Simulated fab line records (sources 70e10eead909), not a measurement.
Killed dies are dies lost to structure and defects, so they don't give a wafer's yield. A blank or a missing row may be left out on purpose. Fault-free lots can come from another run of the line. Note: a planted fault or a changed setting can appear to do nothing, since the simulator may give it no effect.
fab line records	flow nand_harc
record: lots: 6	wafers: 18	last_day: 33
route steps=1302 shown A_CONTACT@1031 END@1302
lots with no fault: from the same line, run without faults
start_h: hours from the record's first day to the start of the lot's first wafer shown	wait_h: how many hours have passed since the lot's step before this one	" the same as in the row above	L1.1+2: one row covering several wafers at once	- no value, or no start given	* or withheld: withheld	< > ~ a bound
route shown NAME@n: NAME is a module with steps in the file, n the number in the route of the first one	usual: average and standard deviation across the fault-free wafers	same: alike in all rows	chamber/n: place in a boat	sites: per-site readings	_std_site: their standard deviation	_edge_site: outer sites' mean less inner sites'	radius_mm: for every site, how far away it sits from the centre of the wafer	mask NAME#n: copy n	behind: the most recent tool/chamber to have shaped the wafer	hold: why the lot was held/for how many hours/how that ended	device: transistor that didn't switch, given as n, p or np	end of line: the route-end tests of the same wafers	a step with no rows: only its recipe	killed: at the first sort, the dies lost to defects and structure; wafer yield is something else	map: dies across one wafer; x = killed, . = not, _ = none there
set.NAME: the setting that was run; set.NAME@STEP: the one run at that earlier step	model.NAME: the simulator's own value behind a step, which no gauge read
lots seen at some steps along the route; tables by step, rows by wafer
services: the hour from which a tool's chamber was out of use, counted from the record's first day as start_h (under 0 if before that day), plus the number of hours and why
== steps ==
step: NHARC_A_CONTACT_COAT_61
recipe: temp_c: 260	time_s: 75
step: NHARC_A_CONTACT_COAT_62
recipe: temp_c: 225	time_s: 65
step: NHARC_A_CONTACT_COAT_63
recipe: spin_rpm: 1500	resist_thk_nm: 90
step: NHARC_A_CONTACT_SOFTBAKE_64
recipe: temp_c: 105	time_s: 55
step: NHARC_A_CONTACT_EBR_65
step: NHARC_A_CONTACT_EXPOSE_66
recipe: na: 1.35	sigma_outer: 0.8	dose_mj: 59.02	mask_id: A_CC_2
step: NHARC_A_CONTACT_PEB_67
recipe: peb_temp_c: 100	peb_time_s: 65
step: NHARC_A_CONTACT_DEVELOP_68
recipe: develop_time_s: 35	dev_temp_c: 23
step: NHARC_A_CONTACT_CD_MEAS_69
recipe: target_cd_nm: 300	landing_energy_ev: 500
usual: cd_nm: 300.0/0.56
same: landing_energy_ev: 500
lot.wafer	tool	chamber	start_h	wait_h	cd_nm
L495.3	cd_sem-02	0	616.92	-	299.3
L495.4	"	0	"	"	299.2
L495.5	"	0	"	"	299.4
L494.1	cd_sem-01	0	627.83	-	300.1
L494.4	"	0	"	"	300.0
L494.5	"	0	"	"	300.3
L497.2	cd_sem-03	0	628.53	-	299.6
L497.3	"	0	"	"	299.2
L497.5	"	0	"	"	299.5
L499.1	cd_sem-01	0	676.32	-	300.6
L499.4	"	0	"	"	300.3
L499.6	"	0	"	"	301.2
L505.1	cd_sem-03	0	718.88	-	299.9
L505.2	"	0	"	"	300.1
L505.5	"	0	"	"	298.9
L507.3	cd_sem-01	0	731.50	-	299.9
L507.4	"	0	"	"	299.4
L507.5	"	0	"	"	299.7
step: NHARC_A_CONTACT_OVL_MEAS_70
usual: overlay_x_nm: -0.1/1.1	overlay_y_nm: -0.1/0.63
lot.wafer	tool	chamber	start_h	wait_h	overlay_x_nm	overlay_y_nm
L495.3	overlay-02	-	617.00	-	0.7	1.2
L495.4	"	-	"	"	1.0	0.4
L495.5	"	-	"	"	0.9	0.8
L494.1	overlay-01	-	627.91	-	0.5	0.7
L494.4	"	-	"	"	0.4	-0.1
L494.5	"	-	"	"	0.7	0.6
L497.2	overlay-02	-	628.62	-	0.4	-0.1
L497.3	"	-	"	"	1.2	0.7
L497.5	"	-	"	"	1.1	0.1
L499.1	overlay-01	-	676.41	-	-1.9	0.4
L499.4	"	-	"	"	-2.6	0.4
L499.6	"	-	"	"	-2.1	0.1
L505.1	overlay-02	-	718.97	-	0.6	-0.1
L505.2	"	-	"	"	0.7	0.0
L505.5	"	-	"	"	1.0	-0.5
L507.3	overlay-01	-	731.59	-	-1.5	-0.2
L507.4	"	-	"	"	-2.3	0.3
L507.5	"	-	"	"	-1.6	-0.1
step: NHARC_A_CONTACT_INSPECT_71
usual: raw_defect_count: 82/29
lot.wafer	tool	chamber	start_h	wait_h	raw_defect_count
L495.3	defect_inspect-02	-	617.04	0.0	114
L495.4	"	-	"	"	120
L495.5	"	-	"	"	122
L494.1	defect_inspect-02	-	627.95	0.0	104
L494.4	"	-	"	"	98
L494.5	"	-	"	"	125
L497.2	defect_inspect-01	-	628.65	0.0	73
L497.3	"	-	"	"	62
L497.5	"	-	"	"	63
L499.1	defect_inspect-01	-	676.45	0.0	67
L499.4	"	-	"	"	69
L499.6	"	-	"	"	67
L505.1	defect_inspect-02	-	719.00	0.0	56
L505.2	"	-	"	"	55
L505.5	"	-	"	"	72
L507.3	defect_inspect-01	-	731.62	0.0	26
L507.4	"	-	"	"	23
L507.5	"	-	"	"	19
step: NHARC_A_CONTACT_DESCUM_74
recipe: time_s: 3	o2_flow_sccm: 200	ar_flow_sccm: 0	bias_power_w: 0	chemistry: O2
step: NHARC_A_CONTACT_ETCH_75
recipe: target_depth_a: 390	over_etch_frac: 0.3	time_s: 65	ion_energy_ev: 80	cf4_flow_sccm: 150	ar_flow_sccm: 0	rf_w: 300	bias_w: 100	chemistry: CF4
usual: drypump_motor_current_A: 5.7/0.43	oes_product_au: 0.997/0.0093	rf_vpp_V: 151.0/1.3	showerhead_plenum_p_Torr: 1.75/0.079	throttle_valve_pct: 13.284/0.0089
lot.wafer	tool	chamber	start_h	wait_h	drypump_motor_current_A	oes_product_au	rf_hours_counter_h	rf_vpp_V	showerhead_plenum_p_Torr	throttle_valve_pct
L495.4	rie_diel-02	1	617.20	0.1	6.2	0.997	7	151.4	1.85	13.294
L495.3	"	2	"	"	5.1	0.990	9	150.4	1.76	13.293
L495.5	"	0	"	"	5.8	1.001	-	149.2	1.66	13.286
L494.1	rie_diel-02	2	628.15	0.1	5.1	1.000	10	152.6	1.76	13.279
L494.4	"	0	"	"	5.8	1.003	-	150.5	1.66	13.281
L494.5	"	2	"	"	5.1	0.993	-	151.8	1.76	13.284
L497.2	rie_diel-10	2	628.80	0.1	5.1	0.996	7	152.1	1.75	13.289
L497.3	"	0	"	"	5.2	1.010	0	152.6	1.71	13.285
L497.5	"	2	"	"	5.1	0.999	-	151.6	1.75	13.276
L499.1	rie_diel-10	3	676.61	0.1	5.5	1.008	16	152.3	1.88	13.288
L499.4	"	0	"	"	5.2	1.014	18	150.8	1.71	13.291
L499.6	"	2	"	"	5.1	0.993	-	151.6	1.75	13.295
L505.1	rie_diel-02	2	719.16	0.1	5.1	0.984	28	151.9	1.75	13.295
L505.2	"	0	"	"	5.8	1.001	26	148.2	1.66	13.267
L505.5	"	2	"	"	5.1	0.986	-	149.0	1.75	13.286
L507.4	rie_diel-02	0	731.78	0.1	5.8	1.009	28	149.7	1.66	13.283
L507.3	"	2	"	"	5.1	0.998	32	151.1	1.75	13.288
L507.5	"	0	"	"	5.8	0.991	-	151.1	1.66	13.273
step: NHARC_A_CONTACT_ETCH_76
recipe: target_depth_a: 2600	over_etch_frac: 0.3	time_s: 475.3	ion_energy_ev: 200	n2_flow_sccm: 150	h2_flow_sccm: 150	ar_flow_sccm: 0	rf_w: 400	bias_w: 150	chemistry: N2/H2
step: NHARC_A_CONTACT_ETCH_77
recipe: target_depth_a: 1089	time_s: 54.5	cf4_flow_sccm: 100	chf3_flow_sccm: 30	ar_flow_sccm: 0	rf_w: 500	bias_w: 200	chemistry: CF4/CHF3
step: NHARC_A_CONTACT_ETCH_78
recipe: target_depth_a: 53000	over_etch_frac: 0.3	time_s: 1378	ion_energy_ev: 150	o2_flow_sccm: 400	cos_flow_sccm: 20	ar_flow_sccm: 0	rf_w: 500	bias_w: 300	chemistry: O2/COS
step: NHARC_A_CONTACT_ETCH_124
recipe: source_w: withheld	pressure_mtorr: 20	bias_v: withheld	time_s: 140	target_depth_a: 7000	ar_flow_sccm: withheld	c4f8_flow_sccm: withheld	o2_flow_sccm: withheld	chemistry: C4F8/O2/Ar
step: NHARC_A_CONTACT_ETCH_125
recipe: source_w: withheld	pressure_mtorr: 20	bias_v: 3000	time_s: 197	target_depth_a: 19180	ar_flow_sccm: withheld	c4f8_flow_sccm: withheld	o2_flow_sccm: withheld	chemistry: C4F8/O2/Ar
step: NHARC_A_CONTACT_ETCH_126
recipe: source_w: withheld	pressure_mtorr: 20	bias_v: 3000	time_s: 197	target_depth_a: 19180	ar_flow_sccm: withheld	c4f8_flow_sccm: withheld	o2_flow_sccm: withheld	chemistry: C4F8/O2/Ar
usual: oes_air_line_au: 0.999/0.02
lot.wafer	tool	chamber	start_h	wait_h	oes_air_line_au	rf_hours_counter_h
L495.3	har_cap_etch-02	0	619.07	0.1	1.015	-
L495.4	"	1	"	"	1.014	-
L495.5	"	0	"	"	1.025	-
L497.2	har_cap_etch-02	0	630.63	0.1	1.001	106
L497.3	"	0	"	"	1.010	-
L497.5	"	0	"	"	1.009	-
L494.1	har_cap_etch-01	1	631.25	0.1	1.007	21
L494.4	"	1	"	"	0.994	-
L494.5	"	1	"	"	0.996	-
L499.1	har_cap_etch-03	1	678.43	0.1	1.002	75
L499.4	"	0	"	"	0.983	-
L499.6	"	0	"	"	1.002	-
L505.2	har_cap_etch-01	0	721.11	0.2	1.005	36
L505.1	"	1	"	"	0.990	36
L505.5	"	1	"	"	1.001	-
L507.4	har_cap_etch-03	1	733.66	0.1	0.979	-
L507.3	"	0	"	"	1.004	-
L507.5	"	0	"	"	1.027	-
step: NHARC_A_CONTACT_ETCH_127
recipe: source_w: withheld	pressure_mtorr: 20	bias_v: 3000	time_s: 197	target_depth_a: 19180	ar_flow_sccm: withheld	c4f8_flow_sccm: withheld	o2_flow_sccm: withheld	chemistry: C4F8/O2/Ar
step: NHARC_A_CONTACT_ETCH_128
recipe: source_w: withheld	pressure_mtorr: 20	bias_v: 3000	time_s: 197	target_depth_a: 19180	ar_flow_sccm: withheld	c4f8_flow_sccm: withheld	o2_flow_sccm: withheld	chemistry: C4F8/O2/Ar
step: NHARC_A_CONTACT_ETCH_129
recipe: source_w: withheld	pressure_mtorr: 20	bias_v: 3000	time_s: 197	target_depth_a: 19180	ar_flow_sccm: withheld	c4f8_flow_sccm: withheld	o2_flow_sccm: withheld	chemistry: C4F8/O2/Ar
step: NHARC_A_CONTACT_ETCH_130
recipe: source_w: withheld	pressure_mtorr: 20	bias_v: 3000	time_s: 197	target_depth_a: 19180	ar_flow_sccm: withheld	c4f8_flow_sccm: withheld	o2_flow_sccm: withheld	chemistry: C4F8/O2/Ar
step: NHARC_A_CONTACT_ETCH_131
recipe: source_w: withheld	pressure_mtorr: 20	bias_v: 3000	time_s: 197	target_depth_a: 19180	ar_flow_sccm: withheld	c4f8_flow_sccm: withheld	o2_flow_sccm: withheld	chemistry: C4F8/O2/Ar
step: NHARC_A_CONTACT_ETCH_132
recipe: source_w: withheld	pressure_mtorr: 20	bias_v: 3000	time_s: 197	target_depth_a: 19240	ar_flow_sccm: withheld	c4f8_flow_sccm: withheld	o2_flow_sccm: withheld	chemistry: C4F8/O2/Ar
step: NHARC_A_CONTACT_ETCH_133
recipe: source_w: withheld	pressure_mtorr: 20	bias_v: 400	time_s: 374	target_depth_a: 16100	ar_flow_sccm: withheld	c4f8_flow_sccm: 11.5	o2_flow_sccm: 7.2	chemistry: C4F8/O2/Ar
step: NHARC_A_CONTACT_ETCH_91
recipe: target_depth_a: 400	over_etch_frac: 0.5	time_s: 85.7	ion_energy_ev: 120	ch3f_flow_sccm: 50	o2_flow_sccm: 30	ar_flow_sccm: 200	rf_w: 500	bias_w: 100	chemistry: CH3F/O2
step: NHARC_A_CONTACT_ETCH_97
recipe: target_depth_a: 200	over_etch_frac: 0.5	time_s: 10	ion_energy_ev: 250	c4f6_flow_sccm: 25	o2_flow_sccm: 20	ar_flow_sccm: 500	rf_w: 600	bias_w: 500	chemistry: C4F6/O2
step: NHARC_A_CONTACT_CD_MEAS_80
usual: cd_nm: 289.7/0.83
lot.wafer	tool	chamber	start_h	wait_h	cd_nm
L495.3	cd_sem-02	-	621.28	-	288.3
L495.4	"	-	"	"	289.2
L495.5	"	-	"	"	288.3
L497.2	cd_sem-01	-	632.88	-	289.8
L497.3	"	-	"	"	290.2
L497.5	"	-	"	"	289.9
L494.1	cd_sem-02	-	633.46	-	289.5
L494.4	"	-	"	"	289.9
L494.5	"	-	"	"	289.2
L499.1	cd_sem-02	-	680.66	-	289.8
L499.4	"	-	"	"	289.6
L499.6	"	-	"	"	290.1
L505.1	cd_sem-01	-	723.89	-	290.3
L505.2	"	-	"	"	289.9
L505.5	"	-	"	"	290.2
L507.3	cd_sem-02	-	735.85	-	290.3
L507.4	"	-	"	"	290.4
L507.5	"	-	"	"	290.6
step: NHARC_A_CONTACT_STRIP_103
recipe: n2_flow_sccm: 150	h2_flow_sccm: 150	ar_flow_sccm: 0	bias_w: 0	chemistry: N2/H2
step: NHARC_A_CONTACT_STRIP_104
recipe: cf4_flow_sccm: 100	chf3_flow_sccm: 30	ar_flow_sccm: 0	bias_w: 0	chemistry: CF4/CHF3
step: NHARC_A_CONTACT_STRIP_105
recipe: o2_flow_sccm: 400	cos_flow_sccm: 20	ar_flow_sccm: 0	bias_w: 0	chemistry: O2/COS
step: NHARC_A_CONTACT_ETCH_106
recipe: target_depth_a: 900	overetch_a: 90	time_s: 49.5	ion_energy_ev: 100	cf4_flow_sccm: 80	o2_flow_sccm: 20	ar_flow_sccm: 0	rf_w: 300	bias_w: 100	chemistry: CF4/O2
usual: drypump_motor_current_A: 5.7/0.43	oes_product_au: 0.998/0.0099	rf_vpp_V: 197.6/1.5	showerhead_plenum_p_Torr: 1.32/0.064	throttle_valve_pct: 13.396/0.0082
lot.wafer	tool	chamber	start_h	wait_h	drypump_motor_current_A	oes_product_au	rf_hours_counter_h	rf_vpp_V	showerhead_plenum_p_Torr	throttle_valve_pct
L495.3	rie_diel-02	2	621.61	0.1	5.1	0.992	9	197.2	1.33	13.403
L495.5	"	0	"	"	5.8	0.991	-	197.6	1.25	13.397
L495.4	"	2	"	"	5.1	1.002	-	196.1	1.33	13.389
L497.2	rie_diel-03	0	633.17	0.1	5.5	1.002	58	198.2	1.39	13.400
L497.3	"	3	"	"	5.6	1.005	63	198.3	1.32	13.389
L497.5	"	0	"	"	5.5	1.005	-	198.6	1.39	13.389
L494.1	rie_diel-10	0	633.76	0.1	5.2	1.013	2	198.2	1.29	13.412
L494.4	"	1	"	"	6.0	1.010	9	196.3	1.24	13.417
L494.5	"	2	"	"	5.1	0.990	-	196.7	1.32	13.391
L499.4	rie_diel-03	0	683.78	0.1	5.5	1.002	9	199.8	1.39	13.397
L499.1	"	3	"	"	5.6	0.998	12	197.7	1.32	13.396
L499.6	"	0	"	"	5.5	1.014	-	199.8	1.39	13.390
L505.1	rie_diel-10	2	724.20	0.1	5.1	0.989	40	198.4	1.31	13.384
L505.2	"	3	"	"	5.5	1.000	37	201.7	1.42	13.392
L505.5	"	0	"	"	5.2	0.998	-	196.5	1.28	13.403
L507.3	rie_diel-02	3	736.26	0.2	6.1	0.999	27	196.0	1.29	13.407
L507.4	"	0	"	"	5.8	0.998	29	196.5	1.25	13.391
L507.5	"	2	"	"	5.1	0.984	-	198.2	1.32	13.393
step: NHARC_A_CONTACT_STRIP_82
recipe: o2_flow_sccm: 500	ar_flow_sccm: 0	bias_w: 0	chemistry: O2
usual: drypump_motor_current_A: 5.7/0.43	oes_product_au: 0.998/0.01	rf_vpp_V: 57.7/0.86	showerhead_plenum_p_Torr: 3.50/0.16	throttle_valve_pct: 17.037/0.0089
lot.wafer	tool	chamber	start_h	wait_h	drypump_motor_current_A	oes_product_au	rf_hours_counter_h	rf_vpp_V	showerhead_plenum_p_Torr	throttle_valve_pct
L495.3	rie_diel-02	2	-	-	5.1	1.002	9	58.2	3.50	17.039
L495.5	"	3	"	"	6.1	0.989	-	57.4	3.42	17.058
L495.4	"	0	"	"	5.8	0.993	-	56.2	3.32	17.048
L497.3	rie_diel-03	0	-	-	5.5	1.012	58	58.1	3.67	17.035
L497.2	"	2	"	"	5.7	1.002	54	58.2	3.78	17.018
L497.5	"	1	"	"	6.3	1.007	-	56.1	3.28	17.035
L494.1	rie_diel-10	3	-	-	5.5	1.004	9	58.6	3.76	17.021
L494.4	"	0	"	"	5.3	1.014	2	58.5	3.41	17.039
L494.5	"	3	"	"	5.5	1.003	-	58.9	3.76	17.032
L499.4	rie_diel-03	1	-	-	6.3	0.997	10	58.9	3.80	17.042
L499.1	"	2	"	"	5.7	0.990	12	56.9	3.77	17.045
L499.6	"	0	"	"	5.5	1.013	-	57.4	3.67	17.037
L505.2	rie_diel-10	2	-	-	5.1	0.981	40	58.0	3.47	17.035
L505.1	"	0	"	"	5.2	1.000	39	57.7	3.39	17.039
L505.5	"	3	"	"	5.5	1.008	-	58.5	3.75	17.037
L507.3	rie_diel-02	0	-	-	5.8	0.994	29	57.6	3.31	17.037
L507.4	"	1	"	"	6.2	0.992	30	58.4	3.68	17.026
L507.5	"	3	"	"	6.1	0.982	-	58.6	3.41	17.028
step: NHARC_A_CONTACT_STRIP_83
recipe: time_s: 600	temp_c: 30	chemistry: post_etch_residue_remover
step: NHARC_A_CONTACT_DEP_84
recipe: target_thk_a: 28000	temp_c: 400	material: aC
usual: throttle_valve_pct: 35.000/0.0087
lot.wafer	tool	chamber	start_h	wait_h	throttle_valve_pct
L495.3	acl_dep-03	0	627.78	-	34.999
L495.4	"	0	"	"	34.988
L495.5	"	0	"	"	35.002
L497.2	acl_dep-03	0	634.65	-	34.988
L497.3	"	0	"	"	35.006
L497.5	"	0	"	"	35.002
L494.1	acl_dep-02	0	634.72	-	35.007
L494.4	"	0	"	"	35.009
L494.5	"	0	"	"	34.989
L499.1	acl_dep-01	0	686.12	-	35.008
L499.4	"	0	"	"	35.003
L499.6	"	0	"	"	34.992
L505.1	acl_dep-02	0	724.84	-	35.004
L505.2	"	0	"	"	35.001
L505.5	"	0	"	"	35.001
L507.3	acl_dep-01	0	737.49	-	35.003
L507.4	"	0	"	"	35.017
L507.5	"	0	"	"	34.988
step: NHARC_A_CONTACT_DEP_85
recipe: target_thk_a: 600	target_thk_nm: 60	temp_c: 400	pressure_torr: 3.5	flow_sccm: 200	rf_w: 350	material: SiON
usual: heater_power_w: 800/110
lot.wafer	tool	chamber	start_h	wait_h	heater_power_w
L495.3	pecvd-02	0	628.96	0.9	697
L495.5	"	2	"	"	699
L495.4	"	0	"	"	679
L497.3	pecvd-02	0	636.14	0.9	728
L497.2	"	1	"	"	1003
L497.5	"	0	"	"	752
L494.1	pecvd-01	0	636.48	1.5	869
L494.4	"	1	"	"	984
L494.5	"	2	"	"	703
L499.1	pecvd-02	0	687.85	1.4	763
L499.4	"	0	"	"	750
L499.6	"	1	"	"	907
L505.1	pecvd-04	1	726.63	1.5	777
L505.2	"	2	"	"	761
L505.5	"	2	"	"	760
L507.3	pecvd-01	1	738.70	0.9	1005
L507.5	"	0	"	"	907
L507.4	"	1	"	"	985
step: NHARC_A_CONTACT_DEHYDRATE_00
recipe: temp_c: 150	time_s: 120
step: NHARC_A_CONTACT_HMDS_01
recipe: time_s: 30
step: NHARC_A_CONTACT_COAT_86
recipe: temp_c: 260	time_s: 75
step: NHARC_A_CONTACT_COAT_87
recipe: temp_c: 225	time_s: 65
step: NHARC_A_CONTACT_COAT_02
recipe: spin_rpm: 1500	resist_thk_nm: 90
step: NHARC_END_SORT_01
recipe: temp_c: 25
usual: killed_at_array: 59/16	killed_at_other: 0.8/1.1	killed_at_periphery: 3.6/2.4	killed_dies: 64/16	killed_open: 3.4/1.8	killed_short: 2.5/1.6
same: gross_dies: 677
lot.wafer	tool	chamber	start_h	wait_h	killed_at_array	killed_at_other	killed_at_periphery	killed_dies	killed_open	killed_short
L495.3	prober-01	0	683.91	3.1	136	1	2	139	3	4
L495.4	prober-01	0	684.70	3.4	157	1	2	160	5	1
L495.5	prober-01	0	685.50	3.7	183	1	5	189	2	0
L494.1	prober-02	0	697.89	2.5	157	0	1	158	0	4
L494.4	prober-02	0	700.32	3.4	160	2	0	162	0	1
L494.5	prober-02	0	701.13	3.7	184	0	5	189	4	2
killed by level:class
L495.3 A_CONTACT:unspecified=88 A_CHANNEL_HOLE_D1:chamber_film_flake=20 A_SLIT:chamber_film_flake=16 A_CONTACT:chamber_film_flake=4 A_WL_FILL:geometric_particle:short=2 P_GATE:geometric_particle:open=1 A_ONON_D1:geometric_particle:open=1 A_ONON_D1:geometric_particle:short=1
L495.4 A_CONTACT:unspecified=77 A_SLIT:chamber_film_flake=42 A_CHANNEL_HOLE_D1:chamber_film_flake=24 A_CONTACT:chamber_film_flake=5 A_STAIRCASE:chamber_film_flake=4 P_STI:geometric_particle:short=1 P_M0:geometric_particle:open=1 A_CHANNEL_FILL_D1:geometric_particle:open=1
L495.5 A_CONTACT:unspecified=107 A_CHANNEL_HOLE_D1:chamber_film_flake=37 A_SLIT:chamber_film_flake=24 A_CONTACT:chamber_film_flake=4 A_DECK1_JOINT:chamber_film_flake=3 P_M1:chamber_film_flake=2 A_STAIRCASE:chamber_film_flake=2 A_WL_FILL:chamber_film_flake=2
L494.1 A_CONTACT:unspecified=101 A_CHANNEL_HOLE_D1:chamber_film_flake=30 A_SLIT:chamber_film_flake=17 A_CONTACT:chamber_film_flake=3 A_SOURCE_PLATE:geometric_particle:short=1 A_DECK1_JOINT:geometric_particle:short=1 A_CHANNEL_FILL_D2:geometric_particle:short=1 A_SGD_CUT:geometric_particle:short=1
L494.4 A_CONTACT:unspecified=108 A_CHANNEL_HOLE_D1:chamber_film_flake=27 A_SLIT:chamber_film_flake=20 A_CONTACT:chamber_film_flake=2 THIN_TSV:chamber_film_flake=2 A_CONTACT:geometric_particle:short=1 A_STAIRCASE:chamber_film_flake=1 A_CHANNEL_FILL_D1:chamber_film_flake=1
L494.5 A_CONTACT:unspecified=101 A_CHANNEL_HOLE_D1:chamber_film_flake=38 A_SLIT:chamber_film_flake=38 P_M0:chamber_film_flake=2 A_DECK1_JOINT:chamber_film_flake=2 P_GATE:geometric_particle:open=1 P_M0:geometric_particle:open=1 A_CHANNEL_HOLE_D1:geometric_particle:open=1
map L494.5 (x killed, . not)
____________.____________
_________..x...._________
_______.x...x....._______
______...xxxx......______
_____...x.xxx......._____
____......xx.........____
____....xxx.xx.......____
___....x.xxxxxxx......___
___....xxxxxx.........___
__.......x.xx..........__
__........x.x..........__
_.........x............._
_.....x.....x..........._
_....x.x................_
_...x...xx.............._
_.....x..xx............._
.x.....xx................
.....x.xxxx............x.
......xxxx.x.............
.....xx.xxxx.............
......xxxxx.x..x.........
_.....xx.xxxxx.x........_
_......xxxxx............_
_.....xx.xxxxx....x....._
_.......xxxxxxxx........_
_......xxxxxxxxx........_
__....xxxxxxxxxx.......__
__x..x.xxxxxxxx........__
___....xxxxxxxxx......___
___....xxxxxxxxx......___
____...xxxxxxxxx.....____
____.x.xxxxxxxx......____
_____...xxxxxxxx.x.._____
______..xxxxx.x....______
_______..xxxxx...._______
_________......._________
____________.____________
map L495.5 (x killed, . not)
____________x____________
_________.x..x.._________
_______..x........_______
______...xx.x......______
_____.x.xxxxx......._____
____xx...xxxx........____
____...xxxx.xx.......____
___.....xxx..x........___
___.....x.xxxx.x......___
__........xxxx.........__
__......x.xx...........__
_..............xx......._
_.......x..............._
_...x................x.._
_..........x...x........_
_...x...xx.............._
.......x.................
.......xxx.x..x.x........
........xx.xxx.x.........
x......x.xxxxxxx.x....x..
.....xxxxxxxxxxxx........
_....xxxxxxxxxxxxx......_
_.x....xxxxxxxxxx.x....._
_......x.xxxxxxxxx......_
_.......xxxxxxxxx......._
_........xxxxxxxxx......_
__.......xxxxxxxx......__
__.......xxxxxxxx.xx...__
___....x.xxxxxxxx.....___
___......xxxxxxxx.....___
____..x....xxx.xx....____
____.....x.x.xx......____
_____......x........_____
______.............______
_______....x.x...._______
_________......._________
____________.____________
== services ==
tool	chamber	start_h	hours	kind
rie_diel-10	-	596.94	9.0	pm
rie_diel-03	2	603.27	6.9	repair
rie_diel-02	0	604.71	-	clean
rie_diel-02	1	604.71	-	clean
rie_diel-02	2	604.71	-	clean
rie_diel-02	3	604.71	-	clean
acl_dep-02	-	607.26	13.0	pm
rie_diel-02	1	619.88	12.7	repair
rie_diel-02	3	624.78	5.7	repair
rie_diel-02	0	629.21	-	clean
rie_diel-02	2	629.21	-	clean
pecvd-04	-	631.37	13.0	pm
rie_diel-03	-	635.33	9.0	pm
rie_diel-02	0	654.20	-	clean
rie_diel-02	1	654.20	-	clean
rie_diel-02	2	654.20	-	clean
rie_diel-02	3	654.20	-	clean
acl_dep-03	-	667.95	13.0	pm
pecvd-01	-	674.85	13.0	pm
pecvd-02	2	677.53	22.7	repair
rie_diel-02	0	678.70	-	clean
pecvd-01	2	689.93	17.6	repair
rie_diel-02	-	705.77	0.6	repair
rie_diel-02	2	711.16	6.5	repair
== key ==
first_sign: step: NHARC_END_SORT_01	reading: killed_dies	direction: up	sigmas: 6.5	usual: 64	struck: 166
effect: step: NHARC_END_SORT_01	reading: killed_at_array	direction: up	sigmas: 6.4	usual: 59	struck: 163
more_kills_born_at: NHARC_A_CONTACT_ETCH_75@rie_diel-02: 581
met_at NHARC_A_CONTACT_ETCH_75
struck_wafers L494.1,L494.4,L494.5,L495.3,L495.4,L495.5
tester_left_out L494,L495
fault: kind: chamber_particle_source	tool: rie_diel-02	chamber: -	onset_h: 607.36	steps: NHARC_A_CONTACT_ETCH_75	rate_per_visit_cm2: 2.1614	end_h: 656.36
tester_left_out: of these lots the tester's yield and bins aren't shown, on N5 and GAA mostly nor the transistor test; their killed dies are dies lost to structure and defects alone, not to doping, threshold or leakage, so they don't give the yield
